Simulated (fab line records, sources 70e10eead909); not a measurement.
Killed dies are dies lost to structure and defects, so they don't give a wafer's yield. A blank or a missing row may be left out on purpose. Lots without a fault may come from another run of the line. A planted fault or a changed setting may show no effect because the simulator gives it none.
fab line records | flow nand_harc | part 2 of 2: steps 14 to 24 of 24
record lots=5 wafers=15 last_day=32
route steps=1302 shown A_STAIRCASE@737
lots that met no fault: from a run of the same line without faults
start_h: hours from the record's first day to the start of the lot's first wafer shown | wait_h: hours since the lot's step before | " the same as in the row above | L1.1+2: a row that stands for several wafers | - no value, or no start given | * or withheld: withheld | < > ~ a bound
route shown NAME@n: a module of which the file shows steps, and the number in the route of the first | usual: mean/standard deviation of fault-free wafers | same: alike in all rows | chamber/n: place in a boat | sites: the reading at each site | _std_site: their standard deviation | _edge_site: outer sites' mean less inner sites' | radius_mm: how far each site lies from the wafer's centre | mask NAME#n: copy n | behind: the tool/chamber that last shaped the wafer | hold: why the lot was held/for how many hours/how that ended | device: the transistor (n, p or np) that didn't switch | end of line: the same wafers' tests at the end of the route | a step without rows: its recipe alone | killed: dies lost to structure and defects at the first sort, not the wafer's yield | map: a wafer's dies, x killed, . not, _ none there
set.NAME: the setting as run; set.NAME@STEP: as run at that earlier step | model.NAME: the simulator's own value behind a step, which no gauge read
lots at some steps of the route; a table a step, a row a wafer
services: from which hour (start_h, from the record's first day; less than 0 if before it) a tool's chamber was out of use, for how many hours, and why
## steps
# step NHARC_A_STAIRCASE_STRIP_238
# recipe power_w=1500 temp_c=250 chemistry=O2
# usual drypump_motor_current_A=5.83/0.24 heater_power_w=318/37
# columns lot.wafer tool chamber start_h wait_h drypump_motor_current_A heater_power_w rf_hours_counter_h
L074.2 plasma_asher-01 1 379.97 0.1 6.09 259 7
L074.3 " 1 " " 6.08 261 -
L074.5 " 1 " " 6.08 253 -
L083.4 plasma_asher-02 1 466.02 0.2 5.81 315 -
L083.5 " 0 " " 5.45 332 -
L083.6 " 1 " " 5.81 323 -
L086.3 plasma_asher-02 0 485.71 0.2 5.46 329 -
L086.4 " 1 " " 5.83 310 -
L086.6 " 0 " " 5.47 338 -
L091.4 plasma_asher-02 1 547.96 0.2 5.82 324 -
L091.6 " 1 " " 5.81 311 -
L091.5 " 0 " " 5.46 333 -
L094.3 plasma_asher-02 0 566.75 0.2 5.45 335 -
L094.4 " 1 " " 5.82 313 -
L094.6 " 1 " " 5.82 317 -
# step NHARC_A_STAIRCASE_STRIP_239
# recipe time_s=900 temp_c=130 chemistry=SPM
# columns lot.wafer tool chamber start_h wait_h
L074.3+5+2 wet_bench-03 6,7,1 380.28 0.2
L083.6+5+4 wet_bench-04 4,5,7 466.23 0.1
L086.3+6+4 wet_bench-03 2,4,5 485.97 0.2
L091.6+4+5 wet_bench-04 4,6,7 548.22 0.1
L094.4+6+3 wet_bench-04 0,2,5 567.00 0.2
# step NHARC_A_STAIRCASE_PRECLEAN_240
# recipe time_s=* temp_c=50 bath_age_min=0 chemistry=SC1
# usual h2o2_flow_mL_min=56.60/0.17
# columns lot.wafer tool chamber start_h wait_h h2o2_flow_mL_min
L074.3 wet_bench-03 6 - - 56.84
L074.5 " 7 " " 56.50
L074.2 " 1 " " 56.63
L083.6 wet_bench-04 4 - - 56.71
L083.5 " 5 " " 56.54
L083.4 " 7 " " 56.84
L086.3 wet_bench-03 2 - - 56.46
L086.6 " 4 " " 56.66
L086.4 " 5 " " 56.77
L091.6 wet_bench-04 4 - - 56.57
L091.4 " 6 " " 56.60
L091.5 " 7 " " 56.55
L094.4 wet_bench-04 0 - - 56.57
L094.6 " 2 " " 56.55
L094.3 " 5 " " 56.73
# step NHARC_A_STAIRCASE_SRD_241
# columns lot.wafer tool chamber start_h wait_h
L074.3+5+2 wet_bench-03 6,7,1 - -
L083.6+5+4 wet_bench-04 4,5,7 - -
L086.3+6+4 wet_bench-03 2,4,5 - -
L091.6+4+5 wet_bench-04 4,6,7 - -
L094.4+6+3 wet_bench-04 0,2,5 - -
# step NHARC_A_STAIRCASE_DEHYDRATE_242
# recipe temp_c=150 time_s=120
# usual chill_plate_temp_C=23.00/0.11
# columns lot.wafer tool chamber start_h wait_h chill_plate_temp_C
L074.2 litho_track-02 0 380.74 - 23.06
L074.3 " 0 " " 23.01
L074.5 " 0 " " 23.11
L083.4 litho_track-02 0 466.69 - 22.94
L083.5 " 0 " " 22.79
L083.6 " 0 " " 22.85
L086.3 litho_track-03 0 486.42 - 23.12
L086.4 " 0 " " 23.23
L086.6 " 0 " " 23.05
L091.4 litho_track-05 0 548.67 - 23.05
L091.5 " 0 " " 22.97
L091.6 " 0 " " 22.97
L094.3 litho_track-02 0 567.45 - 22.90
L094.4 " 0 " " 23.04
L094.6 " 0 " " 22.95
# step NHARC_A_STAIRCASE_HMDS_243
# recipe time_s=30
# usual chill_plate_temp_C=23.02/0.1
# columns lot.wafer tool chamber start_h wait_h chill_plate_temp_C
L074.2 litho_track-02 0 - - 22.91
L074.3 " 0 " " 23.05
L074.5 " 0 " " 22.98
L083.4 litho_track-02 0 - - 22.98
L083.5 " 0 " " 23.14
L083.6 " 0 " " 23.15
L086.3 litho_track-03 0 - - 22.91
L086.4 " 0 " " 22.98
L086.6 " 0 " " 23.11
L091.4 litho_track-05 0 - - 23.01
L091.5 " 0 " " 22.95
L091.6 " 0 " " 23.05
L094.3 litho_track-02 0 - - 22.91
L094.4 " 0 " " 22.99
L094.6 " 0 " " 23.03
# step NHARC_A_STAIRCASE_COAT_244
# recipe spin_rpm=1200
# usual chill_plate_temp_C=23.01/0.1 spin_speed_rpm=1200.0/0.79
# columns lot.wafer tool chamber start_h wait_h chill_plate_temp_C spin_speed_rpm
L074.2 litho_track-02 0 - - 23.06 1202.3
L074.3 " 0 " " 23.07 1200.2
L074.5 " 0 " " 23.07 1200.5
L083.4 litho_track-02 0 - - 23.03 1199.1
L083.5 " 0 " " 22.93 1200.6
L083.6 " 0 " " 22.99 1199.9
L086.3 litho_track-03 0 - - 22.98 1200.4
L086.4 " 0 " " 23.11 1200.1
L086.6 " 0 " " 23.24 1200.7
L091.4 litho_track-05 0 - - 22.94 1198.4
L091.5 " 0 " " 23.09 1199.2
L091.6 " 0 " " 23.01 1199.1
L094.3 litho_track-02 0 - - 23.09 1199.2
L094.4 " 0 " " 23.11 1200.5
L094.6 " 0 " " 23.26 1200.0
# step NHARC_A_STAIRCASE_SOFTBAKE_245
# recipe temp_c=135 time_s=170
# usual chill_plate_temp_C=22.98/0.11
# columns lot.wafer tool chamber start_h wait_h chill_plate_temp_C
L074.2 litho_track-02 0 - - 22.87
L074.3 " 0 " " 22.89
L074.5 " 0 " " 22.89
L083.4 litho_track-02 0 - - 22.91
L083.5 " 0 " " 22.90
L083.6 " 0 " " 22.78
L086.3 litho_track-03 0 - - 22.67
L086.4 " 0 " " 22.84
L086.6 " 0 " " 22.83
L091.4 litho_track-05 0 - - 23.07
L091.5 " 0 " " 22.95
L091.6 " 0 " " 22.94
L094.3 litho_track-02 0 - - 22.84
L094.4 " 0 " " 22.96
L094.6 " 0 " " 22.93
# step NHARC_A_STAIRCASE_EBR_246
# usual chill_plate_temp_C=22.97/0.11
# columns lot.wafer tool chamber start_h wait_h chill_plate_temp_C
L074.2 litho_track-02 0 - - 22.82
L074.3 " 0 " " 22.79
L074.5 " 0 " " 22.76
L083.4 litho_track-02 0 - - 22.87
L083.5 " 0 " " 22.88
L083.6 " 0 " " 22.86
L086.3 litho_track-03 0 - - 22.99
L086.4 " 0 " " 23.09
L086.6 " 0 " " 23.00
L091.4 litho_track-05 0 - - 22.96
L091.5 " 0 " " 22.82
L091.6 " 0 " " 22.78
L094.3 litho_track-02 0 - - 23.00
L094.4 " 0 " " 23.00
L094.6 " 0 " " 22.93
# step NHARC_A_STAIRCASE_EXPOSE_247
# recipe na=0.5 dose_mj=25.34 mask_id=SDS_1
# usual exposure_dose_mJ_cm2=25.340/0.023
# columns lot.wafer tool chamber start_h wait_h mask exposure_dose_mJ_cm2
L074.2 krf_scanner-01 0 380.95 - SDS_1#0 25.362
L074.3 " 0 " " SDS_1#0 25.312
L074.5 " 0 " " SDS_1#0 25.358
L083.4 krf_scanner-01 0 467.04 - SDS_1#0 25.316
L083.5 " 0 " " SDS_1#0 25.335
L083.6 " 0 " " SDS_1#0 25.353
L086.3 krf_scanner-02 0 486.77 - SDS_1#0 25.351
L086.4 " 0 " " SDS_1#0 25.326
L086.6 " 0 " " SDS_1#0 25.316
L091.4 krf_scanner-01 0 549.01 - SDS_1#0 25.326
L091.5 " 0 " " SDS_1#0 25.357
L091.6 " 0 " " SDS_1#0 25.308
L094.3 krf_scanner-01 0 567.67 - SDS_1#0 25.346
L094.4 " 0 " " SDS_1#0 25.347
L094.6 " 0 " " SDS_1#0 25.349
# step NHARC_A_STAIRCASE_PEB_248
# recipe peb_temp_c=115 peb_time_s=130
# usual chill_plate_temp_C=22.98/0.11
# columns lot.wafer tool chamber start_h wait_h chill_plate_temp_C
L074.2 litho_track-05 0 381.01 0.1 23.09
L074.3 " 0 " " 23.23
L074.5 " 0 " " 23.04
L083.4 litho_track-02 0 467.09 0.0 22.99
L083.5 " 0 " " 23.06
L083.6 " 0 " " 22.94
L086.3 litho_track-03 0 486.83 0.1 23.06
L086.4 " 0 " " 23.13
L086.6 " 0 " " 23.10
L091.4 litho_track-02 0 549.07 0.0 22.99
L091.5 " 0 " " 22.97
L091.6 " 0 " " 23.10
L094.3 litho_track-03 0 567.73 0.0 22.96
L094.4 " 0 " " 23.00
L094.6 " 0 " " 22.85
## services
# columns tool chamber start_h hours kind
wet_bench-03 - 386.40 8.0 pm
rie_diel-02 - 394.69 9.0 pm
litho_track-02 - 402.00 7.0 pm
wet_bench-04 - 403.20 8.0 pm
rie_diel-10 - 420.51 9.0 pm
rie_diel-02 0 421.82 34.6 repair
plasma_asher-02 - 426.00 9.0 pm
rie_diel-07 - 432.78 0.3 repair
litho_track-03 - 450.00 7.0 pm
rie_diel-10 - 461.80 3.5 repair
rie_diel-02 1 466.26 16.5 repair
rie_diel-07 - 472.53 9.0 pm
litho_track-05 - 474.00 7.0 pm
krf_scanner-01 - 480.16 3.3 repair
wet_bench-03 - 487.79 1.8 repair
rie_diel-02 1 500.29 7.4 repair
rie_diel-02 2 503.14 1.3 repair
rie_diel-07 0 503.72 12.5 repair
wet_bench-03 - 508.49 31.1 repair
rie_diel-07 3 521.53 16.0 repair
rie_diel-02 0 539.74 2.6 repair
rie_diel-02 2 541.20 28.6 repair
rie_diel-02 - 559.32 0.6 repair
wet_bench-03 - 562.40 8.0 pm
